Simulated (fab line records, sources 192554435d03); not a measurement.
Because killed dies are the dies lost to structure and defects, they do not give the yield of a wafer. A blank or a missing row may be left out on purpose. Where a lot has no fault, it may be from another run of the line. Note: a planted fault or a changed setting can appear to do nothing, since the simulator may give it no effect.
Chamber matching | flow n5_finfet | N5_BEOL_M6_ETCH_65 on rie_diel-06 has 4 sister chambers
The step etches SiARC in CF4, target depth 15.6 nm, time 26 s. 4 wafers are shown with their chamber, then 8 later ones without.

== WAFERS PAIRED WITH THEIR CHAMBERS ==
wafer  | chamber | drypump_motor_current_A (A)
L082.4 | 1       | 6.4
L084.1 | 0       | 5.9
L088.6 | 2       | 5.7
L087.1 | 3       | 6.6

== WAFERS WITHOUT THEIR CHAMBER ==
wafer  | drypump_motor_current_A (A)
L087.2 | 6.5
L087.3 | 5.6
L094.1 | 6.4
L094.3 | 5.9
L094.4 | 6.6
L095.2 | 6.5
L095.4 | 5.6
L095.5 | 5.9

== WHICH CHAMBER EACH WENT THROUGH ==
wafer  | from the rows above     | in truth
L087.2 | can't be placed: 1 or 3 | 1
L087.3 | 2                       | 2
L094.1 | 1                       | 1
L094.3 | 0                       | 0
L094.4 | 3                       | 3
L095.2 | can't be placed: 1 or 3 | 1
L095.4 | 2                       | 2
L095.5 | 0                       | 0
Correct placement for 6 of the 8. From these rows, 2 cannot be placed; in 2 the true chamber is one of the candidates. 0 placed wrongly.
How it was worked out, from the rows above alone: a wafer's distance from a chamber is the root of the sum, over the readings, of the square of ((its reading less the chamber's mean) divided by the reading's scatter). The wafer belongs to the nearest chamber; if the next one is less than 2 further off, it can't be placed. The mean given for a chamber averages the wafers shown for that chamber. The scatter (one wafer shown for each chamber): square how far every hidden wafer sits from the nearest shown wafer, average those squares and take the square root.
